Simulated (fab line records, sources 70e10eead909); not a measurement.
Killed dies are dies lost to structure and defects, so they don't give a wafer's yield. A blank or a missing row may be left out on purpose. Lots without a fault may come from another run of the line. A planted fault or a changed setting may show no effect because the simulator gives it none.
Tool commonality check | flow nand_harc | 2 lots, 6 wafers sampled

WHY IT WAS OPENED
At NHARC_END_SORT_01 the reading killed_at_periphery is flagged on 2 of 2 lots. Wafers without a fault read 3.8, standard deviation 2.2.
Rule: a lot is flagged when every wafer of it that has a number lies more than 4 standard deviations from that mean, or none has a number. The other lots count as sound.

lot  | measured     | on        | killed_at_periphery, wafer by wafer | flag
L324 | day 31 20:24 | prober-01 | 551 543 532                         | FLAGGED
L325 | day 32 00:27 | prober-02 | 564 578 568                         | FLAGGED
The numbers of the flagged lots are 556.0 on average: +552.2 against the usual, or +99 or more standard deviations.

WHICH TOOL RAN EACH LOT
The record holds 4 process steps before the reading, out of a route of 1302 steps. In each cell: the tool, then ch and the chambers that the sampled wafers went through, then the start.
lot  | flag    | NHARC_P_GATE_RTA_82              | NHARC_P_CONTACT_ETCH_35            | NHARC_P_CONTACT_PVD_32                  | NHARC_P_CONTACT_ALD_22
L324 | FLAGGED | rtp_anneal-02 ch 0, day 12 20:55 | rie_diel-01 ch 2,3, day 12 22:53   | pvd_sputter-03, day 13 00:43 or earlier | ald_metal-01 ch 1,2,3, day 13 00:43
L325 | FLAGGED | rtp_anneal-01 ch 0, day 13 05:34 | rie_diel-05 ch 1,2,3, day 13 07:29 | pvd_sputter-01, day 13 09:13 or earlier | ald_metal-03 ch 2,3, day 13 09:13
What these steps do:
- NHARC_P_GATE_RTA_82: time 30 s.
- NHARC_P_CONTACT_ETCH_35: etches the open film in CF4, target depth 39 nm, time 65 s.
- NHARC_P_CONTACT_PVD_32: deposits Ti, target thk 5 nm, time 17.7 s.
- NHARC_P_CONTACT_ALD_22: deposits TiN, target thk 3 nm, pulse time 1 s, ald cycles 150.
- NHARC_END_SORT_01

FLAGGED OVER TOTAL, TOOL BY TOOL (the gauges that took the reading come last)
step                    | tool           | lots run | flagged | share of the flagged lots | sound lots run after its first flagged lot
NHARC_P_GATE_RTA_82     | rtp_anneal-01  | 1        | 1       | some                      | 0
NHARC_P_GATE_RTA_82     | rtp_anneal-02  | 1        | 1       | some                      | 0
NHARC_P_CONTACT_ETCH_35 | rie_diel-01    | 1        | 1       | some                      | 0
NHARC_P_CONTACT_ETCH_35 | rie_diel-05    | 1        | 1       | some                      | 0
NHARC_P_CONTACT_PVD_32  | pvd_sputter-01 | 1        | 1       | some                      | 0
NHARC_P_CONTACT_PVD_32  | pvd_sputter-03 | 1        | 1       | some                      | 0
NHARC_P_CONTACT_ALD_22  | ald_metal-01   | 1        | 1       | some                      | 0
NHARC_P_CONTACT_ALD_22  | ald_metal-03   | 1        | 1       | some                      | 0
NHARC_END_SORT_01       | prober-01      | 1        | 1       | some                      | 0
NHARC_END_SORT_01       | prober-02      | 1        | 1       | some                      | 0
NHARC_P_CONTACT_PVD_32 gives no start for some lots, so the hours and the order of its lots are those of NHARC_P_CONTACT_ALD_22.

WHAT THE TABLE ALLOWS
No row of the table ran every flagged lot.

WHAT THE SIMULATOR HAD PUT IN
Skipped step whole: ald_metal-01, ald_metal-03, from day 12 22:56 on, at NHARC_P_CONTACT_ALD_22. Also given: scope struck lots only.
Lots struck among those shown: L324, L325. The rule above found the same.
